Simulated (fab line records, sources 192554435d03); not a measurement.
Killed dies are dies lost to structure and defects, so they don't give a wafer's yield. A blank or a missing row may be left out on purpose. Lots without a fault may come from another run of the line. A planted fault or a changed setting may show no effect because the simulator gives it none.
fab line records | flow n5_finfet
record lots=6 wafers=18 last_day=19
route steps=1938 shown BEOL_M15@1808 PASSIVATION@1936
lots that met no fault: from a run of the same line without faults
start_h: hours from the record's first day to the start of the lot's first wafer shown | wait_h: hours since the lot's step before | " the same as in the row above | L1.1+2: a row that stands for several wafers | - no value, or no start given | * or withheld: withheld | < > ~ a bound
route shown NAME@n: a module of which the file shows steps, and the number in the route of the first | usual: mean/standard deviation of fault-free wafers | same: alike in all rows | chamber/n: place in a boat | sites: the reading at each site | _std_site: their standard deviation | _edge_site: outer sites' mean less inner sites' | radius_mm: how far each site lies from the wafer's centre | mask NAME#n: copy n | behind: the tool/chamber that last shaped the wafer | hold: why the lot was held/for how many hours/how that ended | device: the transistor (n, p or np) that didn't switch | end of line: the same wafers' tests at the end of the route | a step without rows: its recipe alone | killed: dies lost to structure and defects at the first sort, not the wafer's yield | map: a wafer's dies, x killed, . not, _ none there
set.NAME: the setting as run; set.NAME@STEP: as run at that earlier step | model.NAME: the simulator's own value behind a step, which no gauge read
lots at some steps of the route; a table a step, a row a wafer
services: from which hour (start_h, from the record's first day; less than 0 if before it) a tool's chamber was out of use, for how many hours, and why
## steps
# step N5_BEOL_M15_ETCH_61
# recipe chemistry=N2/H2 target=BARC target_depth_a=890 overetch_a=267 time_s=67.9 ion_energy_ev=200 pressure_mtorr=30 source_w=840 bias_w=150 n2_flow_sccm=200 h2_flow_sccm=200
# usual drypump_motor_current_A=5.82/0.26 n2_flow_sccm=200.0/0.62 oes_product_au=0.67/0.066 rf_vpp_V=523.9/2.7 showerhead_plenum_p_Torr=2.54/0.093 throttle_valve_pct=17.8/0.33
# columns lot.wafer tool chamber start_h wait_h drypump_motor_current_A n2_flow_sccm oes_product_au rf_hours_counter_h rf_vpp_V showerhead_plenum_p_Torr throttle_valve_pct
L322.1 rie_diel-01 3 270.81 0.0 5.86 199.8 0.76 26 525.3 2.56 17.3
L322.4 " 2 " " 5.65 201.5 0.59 234 526.3 2.63 18.2
L322.6 " 3 " " 5.86 199.6 0.76 - 525.9 2.56 17.3
L323.1 rie_diel-06 0 271.61 0.0 5.86 200.9 0.63 170 526.6 2.63 18.0
L323.2 " 1 " " 6.27 200.6 0.61 233 520.8 2.42 17.8
L323.5 " 0 " " 5.89 201.0 0.63 - 526.4 2.63 18.0
L329.3 rie_diel-01 0 335.21 0.0 5.66 201.1 0.66 117 521.7 2.45 17.5
L329.5 " 0 " " 5.67 201.2 0.67 - 520.6 2.45 17.5
L329.6 " 3 " " 5.86 199.7 0.73 - 526.7 2.55 17.3
L334.3 rie_diel-01 1 362.14 0.0 6.14 200.5 0.67 117 524.5 2.57 18.1
L334.5 " 3 " " 5.87 200.2 0.72 - 525.2 2.55 17.4
L334.6 " 1 " " 6.14 199.6 0.67 - 524.1 2.57 18.1
L343.2 rie_diel-06 1 420.74 0.0 6.30 199.9 0.79 20 528.1 2.72 17.3
L343.3 " 0 " " 5.91 201.1 0.60 218 524.4 2.61 18.1
L343.4 " 2 " " 5.99 198.8 0.59 192 521.5 2.44 18.3
L344.1 rie_diel-01 3 436.25 0.0 5.85 200.0 0.69 83 525.9 2.54 17.4
L344.2 " 2 " " 5.67 199.6 0.75 30 525.2 2.61 17.9
L344.4 " 0 " " 5.68 200.6 0.64 146 520.0 2.44 17.5
# step N5_BEOL_M15_TRENCH_ETCH_34
# recipe chemistry=C4F8/O2/Ar target=SiO2 target_depth_a=8729.3 he_inner_torr=15 he_outer_torr=30 time_s=199 ion_energy_ev=800 pressure_mtorr=20 source_w=1905 bias_w=2040 Ar_flow_sccm=400 C4F8_flow_sccm=16 O2_flow_sccm=12
# step N5_BEOL_M15_STRIP_36
# recipe chemistry=O2 power_w=600 temp_c=60 pressure_mtorr=30 rf_frequency_hz=6e+07 bias_power_w=0 overash_fraction=0.3 o2_flow_sccm=225
# step N5_BEOL_M15_STRIP_62
# recipe chemistry=O2 power_w=600 temp_c=60 pressure_mtorr=30 rf_frequency_hz=6e+07 bias_power_w=0 overash_fraction=0.3 o2_flow_sccm=225
# step N5_BEOL_M15_STRIP_37
# recipe chemistry=O2 power_w=600 temp_c=60 pressure_mtorr=30 rf_frequency_hz=6e+07 bias_power_w=0 overash_fraction=0.3 o2_flow_sccm=225
# step N5_BEOL_M15_ETCH_38
# recipe chemistry=CF4/N2 target=SiCN target_depth_a=1064 taper_deg=2 time_s=120.5 ion_energy_ev=150 mask_material=SiO2 pressure_mtorr=40 source_w=430 bias_w=70 Ar_flow_sccm=100 cf4_flow_sccm=60 n2_flow_sccm=60
# step N5_BEOL_M15_PRECLEAN_39
# recipe chemistry=residue_remover time_s=60 temp_c=40
# step N5_BEOL_M15_SRD_40
# recipe time_s=30 temp_c=23 rinse_liquid=diw dry=n2_spin spin_rpm=1500 dry_time_s=30
# step N5_BEOL_M15_DEGAS_41
# recipe ambient=vacuum temp_c=300 time_s=60
# usual heater_power_w=486/53 susceptor_temp_C=299.94/0.2
# columns lot.wafer tool chamber start_h wait_h heater_power_w susceptor_temp_C
L322.1 pvd_sputter-03 - 272.13 0.3 463 300.19
L322.4 " - " " 504 300.09
L322.6 " - " " 482 300.21
L323.1 pvd_sputter-02 - 272.24 0.0 418 300.24
L323.2 " - " " 520 299.72
L323.5 " - " " 420 299.92
L329.3 pvd_sputter-03 - 337.06 0.3 419 299.79
L329.5 " - " " 474 299.95
L329.6 " - " " 424 299.80
L334.3 pvd_sputter-03 - 363.15 0.3 432 299.91
L334.5 " - " " 422 299.76
L334.6 " - " " 490 299.80
L343.2 pvd_sputter-01 - 422.38 0.2 470 299.69
L343.3 " - " " 500 300.34
L343.4 " - " " 466 299.92
L344.1 pvd_sputter-02 - 443.33 0.2 447 299.90
L344.2 " - " " 520 300.00
L344.4 " - " " 423 300.01
# step N5_BEOL_M15_PRE_CLEAN_42
# recipe gas=H2/He time_s=30 temp_c=300
# usual heater_power_w=487/53 susceptor_temp_C=299.98/0.2
# columns lot.wafer tool chamber start_h wait_h heater_power_w susceptor_temp_C
L322.1 pvd_sputter-03 - 272.17 0.0 476 299.93
L322.4 " - " " 504 300.02
L322.6 " - " " 482 300.06
L323.1 pvd_sputter-02 - 272.28 0.0 414 299.90
L323.2 " - " " 532 299.96
L323.5 " - " " 416 299.85
L329.3 pvd_sputter-03 - 337.10 0.0 415 300.16
L329.5 " - " " 484 299.96
L329.6 " - " " 419 299.90
L334.3 pvd_sputter-03 - 363.19 0.0 424 299.81
L334.5 " - " " 413 299.82
L334.6 " - " " 483 300.33
L343.2 pvd_sputter-01 - 422.42 0.0 473 300.14
L343.3 " - " " 503 300.13
L343.4 " - " " 472 299.56
L344.1 pvd_sputter-02 - 443.37 0.0 433 299.88
L344.2 " - " " 533 299.92
L344.4 " - " " 430 300.24
# step N5_BEOL_M15_SPUTTER_43
# recipe material=TaN target_thk_a=150 temp_c=50 bias_v=168.6 power_w=15000 chamber_pressure_pa=0.12 time_s=24.19
# usual susceptor_temp_C=50.00/0.12 throttle_valve_pct=30.1/1.4
# columns lot.wafer tool chamber start_h wait_h susceptor_temp_C throttle_valve_pct
L322.1 pvd_sputter-03 - 272.21 0.0 49.97 28.6
L322.4 " - " " 49.85 28.9
L322.6 " - " " 49.81 28.8
L323.1 pvd_sputter-02 - 272.32 0.0 50.04 30.1
L323.2 " - " " 50.08 31.3
L323.5 " - " " 49.95 30.0
L329.3 pvd_sputter-03 - 337.14 0.0 49.93 27.9
L329.5 " - " " 50.10 29.4
L329.6 " - " " 50.10 28.0
L334.3 pvd_sputter-03 - 363.23 0.0 49.95 28.1
L334.5 " - " " 50.05 28.0
L334.6 " - " " 50.07 29.7
L343.2 pvd_sputter-01 - 422.46 0.0 49.93 32.6
L343.3 " - " " 50.16 30.7
L343.4 " - " " 49.98 28.5
L344.1 pvd_sputter-02 - 443.41 0.0 49.91 31.2
L344.2 " - " " 49.77 31.4
L344.4 " - " " 50.13 30.3
# step N5_BEOL_M15_SPUTTER_44
# recipe material=Ta target_thk_a=150 temp_c=50 bias_v=80 power_w=15000 chamber_pressure_pa=0.07 time_s=24.19
# usual susceptor_temp_C=50.01/0.11 throttle_valve_pct=30.1/1.4
# columns lot.wafer tool chamber start_h wait_h susceptor_temp_C throttle_valve_pct model.Ta_of_BEOL_M15_SPUTTER_44.thk_nm
L322.1 pvd_sputter-03 - 272.29 0.0 50.18 28.9 15
L322.4 " - " " 50.00 28.9 14.8
L322.6 " - " " 50.18 28.6 15
L323.1 pvd_sputter-02 - 272.40 0.0 50.17 30.1 14.6
L323.2 " - " " 50.20 31.1 14.8
L323.5 " - " " 50.16 30.3 14.8
L329.3 pvd_sputter-03 - 337.22 0.0 - 27.9 9.6
L329.5 " - " " 50.01 29.5 15
L329.6 " - " " 49.95 28.1 15
L334.3 pvd_sputter-03 - 363.31 0.0 - 27.7 9.6
L334.5 " - " " 49.96 27.9 15.4
L334.6 " - " " 49.96 29.8 15
L343.2 pvd_sputter-01 - 422.54 0.0 50.11 32.6 15.4
L343.3 " - " " 50.12 30.5 15.4
L343.4 " - " " 49.96 28.7 15.4
L344.1 pvd_sputter-02 - 443.49 0.0 50.17 31.3 14.8
L344.2 " - " " 49.96 31.5 15
L344.4 " - " " 50.04 29.8 14.6
# step N5_BEOL_M15_SPUTTER_45
# recipe material=Cu target_thk_a=1000 temp_c=-20 bias_v=60 power_w=26000 chamber_pressure_pa=0.13 time_s=16.67
# step N5_BEOL_M15_ECD_47
# recipe material=Cu target_thk_a=18600
# step N5_BEOL_M15_ANNEAL_48
# recipe temp_c=225 time_s=90 ambient=N2
# usual wafer_temp_C_max=226.28/0.29
# columns lot.wafer tool chamber start_h wait_h wafer_temp_C_max
L322.1 rtp_anneal-01 0 272.73 0.2 226.41
L322.4 " 0 " " 226.60
L322.6 " 0 " " 225.99
L323.1 rtp_anneal-02 0 272.84 0.2 226.48
L323.2 " 0 " " 225.97
L323.5 " 0 " " 226.52
L329.3 rtp_anneal-02 0 337.76 0.2 226.48
L329.5 " 0 " " 226.23
L329.6 " 0 " " 226.91
L334.3 rtp_anneal-02 0 364.46 0.8 226.51
L334.5 " 0 " " 226.46
L334.6 " 0 " " 226.69
L343.2 rtp_anneal-01 0 423.02 0.2 226.18
L343.3 " 0 " " 225.92
L343.4 " 0 " " 226.44
L344.1 rtp_anneal-01 0 444.00 0.2 226.04
L344.2 " 0 " " 226.06
L344.4 " 0 " " 226.33
# step N5_BEOL_M15_CMP_49
# recipe stop_on=SiO2 t_overpolish_s=4.9 down_force_psi=2 platen_rpm=80 clearing_platen_down_force_psi=2 clearing_platen_rpm=80 post_cmp_clean=cu_alkaline target_thk_nm=850 clearing_platen_pad_velocity_m_s=1.5917 pad_velocity_m_s=1.5917
# usual barrier_field_endpoint_s=11.3/0.33 motor_current_A=8.2/0.7 platen_rpm=80.00/0.055
# columns lot.wafer tool chamber start_h wait_h barrier_field_endpoint_s motor_current_A platen_rpm
L322.4 cmp-01 2 273.07 0.2 11.3 8.7 79.97
L322.1 " 0 " " 11.6 7.9 80.13
L322.6 " 1 " " 11.8 9.7 80.03
L323.1 cmp-03 2 273.17 0.3 11.2 7.4 80.04
L323.2 " 3 " " 11.2 7.6 80.07
L323.5 " 2 " " 11.3 7.1 79.99
L329.3 cmp-04 2 337.97 0.2 8.9 8.0 80.00
L329.6 " 2 " " 10.8 8.7 79.99
L329.5 " 3 " " 10.7 7.7 80.01
L334.3 cmp-01 0 364.74 0.2 9.5 7.4 79.93
L334.6 " 2 " " 11.6 8.4 80.05
L334.5 " 3 " " 11.0 8.5 79.99
L343.4 cmp-01 2 423.28 0.1 11.5 8.8 79.89
L343.3 " 0 " " 11.8 7.7 80.08
L343.2 " 1 " " 12.1 9.5 80.06
L344.4 cmp-03 3 444.37 0.2 11.3 7.8 79.96
L344.2 " 0 " " 11.1 9.0 79.96
L344.1 " 1 " " 11.3 8.3 79.97
# step N5_BEOL_M15_THK_MEAS_50
# recipe thk_meas_gauge=xrf reads=Cu_of_BEOL_M15_ECD_47
# usual M15_THK=836/19
# columns lot.wafer tool chamber start_h wait_h M15_THK[nm]
L322.1 film_metro-02 - 273.33 - 830
L322.4 " - " " 827
L322.6 " - " " 848
L323.1 film_metro-01 - 273.43 - 835
L323.2 " - " " 844
L323.5 " - " " 831
L329.3 film_metro-01 - 338.27 - 832
L329.5 " - " " 823
L329.6 " - " " 840
L334.3 film_metro-02 - 364.96 - 846
L334.5 " - " " 847
L334.6 " - " " 831
L343.2 film_metro-01 - 423.57 - 863
L343.3 " - " " 815
L343.4 " - " " 829
L344.1 film_metro-02 - 444.66 - 824
L344.2 " - " " 842
L344.4 " - " " 826
# step N5_PASSIVATION_PROBE_49
# usual defect_limited_yield=91.2/1.4 killed_at_M0_to_M3=34/9.3 killed_at_M4_up=14/5.9 killed_at_contacts=14/5.7 killed_at_front_end=38/10 killed_at_other=4/3.2 killed_dies=104/17 killed_on_rim=14/4 killed_open=67/13 killed_short=33/6.9 sort_bin_4_leakage=0/3.6 sort_bin_5_function=5.2/1 sort_bin_6_memory=3.3/0.61 sort_bin_8_speed=0.3/1.8 sort_n_pass=1069/52 sort_yield_pct=91/4.4
# same gross_dies=1180 killed_at_back_side=0
# columns lot.wafer tool chamber start_h wait_h defect_limited_yield[%] killed_at_M0_to_M3 killed_at_M4_up killed_at_contacts killed_at_front_end killed_at_other killed_dies killed_on_rim killed_open killed_short sort_bin_4_leakage[%] sort_bin_5_function[%] sort_bin_6_memory[%] sort_bin_8_speed[%] sort_n_pass sort_yield_pct[%]
L322.1 prober-01 - 286.13 0.0 91.4 18 8 23 46 7 102 17 62 37 0 5.3 3.2 0 1078 91
L322.4 prober-01 - 286.28 0.2 93.1 16 9 12 32 12 81 13 48 29 0 3.8 2.6 0 1099 93
L322.6 prober-01 - 286.38 0.3 91.8 36 10 10 36 5 97 18 63 30 0 5.2 2.7 0 1083 92
L323.1 prober-01 - 292.10 0.0 90.4 40 9 21 40 3 113 12 74 37 0 5.5 3.9 0 1067 90
L323.2 prober-01 - 292.15 0.1 91.6 24 3 16 43 13 99 15 68 30 0 5.3 3.1 0 1081 92
L323.5 prober-01 - 292.30 0.2 90.6 34 10 23 36 8 111 15 58 50 0 4.8 4.0 6.9 988 84
# killed by level:class
L322.1 MOL_CONTACT_COAG:geometric_particle:open=18 FIN_SAQP:geometric_particle:open=16 FIN_SAQP:geometric_particle:short=15 MOL_CONTACT_COAG:geometric_particle:short=5 BEOL_M0_SAQP:geometric_particle:short=5 MIM_TOP_ETCH:geometric_particle:open=4 DUMMY_GATE:geometric_particle:open=3 BEOL_M1:geometric_particle:short=3
L322.4 FIN_SAQP:geometric_particle:open=14 MOL_CONTACT_COAG:geometric_particle:open=9 FIN_SAQP:geometric_particle:short=7 BEOL_M1:geometric_particle:short=5 BEOL_M1:geometric_particle:open=4 BEOL_M4:geometric_particle:open=4 MIM_TOP_ETCH:geometric_particle:short=4 MOL_CONTACT_COAG:geometric_particle:short=3
L322.6 FIN_SAQP:geometric_particle:open=14 MOL_CONTACT_COAG:geometric_particle:open=10 BEOL_M1:geometric_particle:open=9 FIN_SAQP:geometric_particle:short=7 BEOL_M3:geometric_particle:open=6 ILD0:geometric_particle:short=5 BEOL_M0_SAQP:geometric_particle:open=5 BEOL_M0_SAQP:geometric_particle:short=5
L323.1 MOL_CONTACT_COAG:geometric_particle:open=16 BEOL_M2:geometric_particle:open=10 GATE_CUT:geometric_particle:short=7 FIN_SAQP:geometric_particle:open=6 DUMMY_GATE:geometric_particle:open=6 BEOL_M0_SAQP:geometric_particle:open=6 BEOL_M3:geometric_particle:open=6 MOL_CONTACT_COAG:geometric_particle:short=5
L323.2 MOL_CONTACT_COAG:geometric_particle:open=15 GATE_CUT:geometric_particle:short=8 BEOL_M1:geometric_particle:open=8 DUMMY_GATE:geometric_particle:open=7 PAD_METAL:geometric_particle:short=7 FIN_SAQP:geometric_particle:open=5 STI_FIN_REVEAL:geometric_particle:open=5 PAD_METAL:geometric_particle:open=5
L323.5 MOL_CONTACT_COAG:geometric_particle:open=18 BEOL_M0_SAQP:geometric_particle:short=12 FIN_SAQP:geometric_particle:short=10 GATE_CUT:geometric_particle:short=10 BEOL_M0_SAQP:geometric_particle:open=7 FIN_SAQP:geometric_particle:open=5 MOL_CONTACT_COAG:geometric_particle:short=5 BEOL_M4:geometric_particle:open=5
## services
# columns tool chamber start_h hours kind
cmp-04 - 274.33 6.9 pm
cmp-01 - 305.16 2.4 repair
rie_diel-01 2 321.42 - clean
rie_diel-01 2 321.42 - consumable_replace:focus_ring
rie_diel-01 2 321.42 26.0 scheduled_down
rie_diel-01 2 321.42 26.0 vent_cycle
rie_diel-06 1 338.94 - clean
rie_diel-06 1 338.94 - consumable_replace:focus_ring
rie_diel-06 1 338.94 - consumable_replace:showerhead
rie_diel-06 1 338.94 19.4 scheduled_down
rie_diel-06 1 338.94 19.4 vent_cycle
cmp-01 - 350.13 2.1 repair
rie_diel-01 1 352.91 9.1 repair
rie_diel-01 0 360.33 9.2 repair
cmp-04 - 398.73 4.0 pm
cmp-03 - 402.42 5.8 repair
cmp-04 - 402.73 - consumable_replace:conditioner
cmp-04 - 402.73 - consumable_replace:pad
cmp-04 - 412.49 6.0 pm
cmp-01 - 425.52 0.8 repair
cmp-04 - 434.27 13.3 pm
## key
first_sign step=N5_BEOL_M15_CMP_49 reading=barrier_field_endpoint_s direction=down sigmas=6.4 usual=11.3 struck=9.2
effect none on later readings
model_effect step=N5_BEOL_M15_SPUTTER_44 value=Ta_of_BEOL_M15_SPUTTER_44.thk_nm without=15.2 struck=9.6
met_at N5_BEOL_M15_SPUTTER_44
struck_wafers L329.3,L334.3
onset_between 272.29 337.22
fault kind=process_parameter_drift tool=pvd_sputter-03 chamber=- onset_h=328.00 steps=N5_BEOL_M15_SPUTTER_44 channel=time_s offset=* shape=step end_h=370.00 scope=struck_wafers_only acts_in=* stated=*
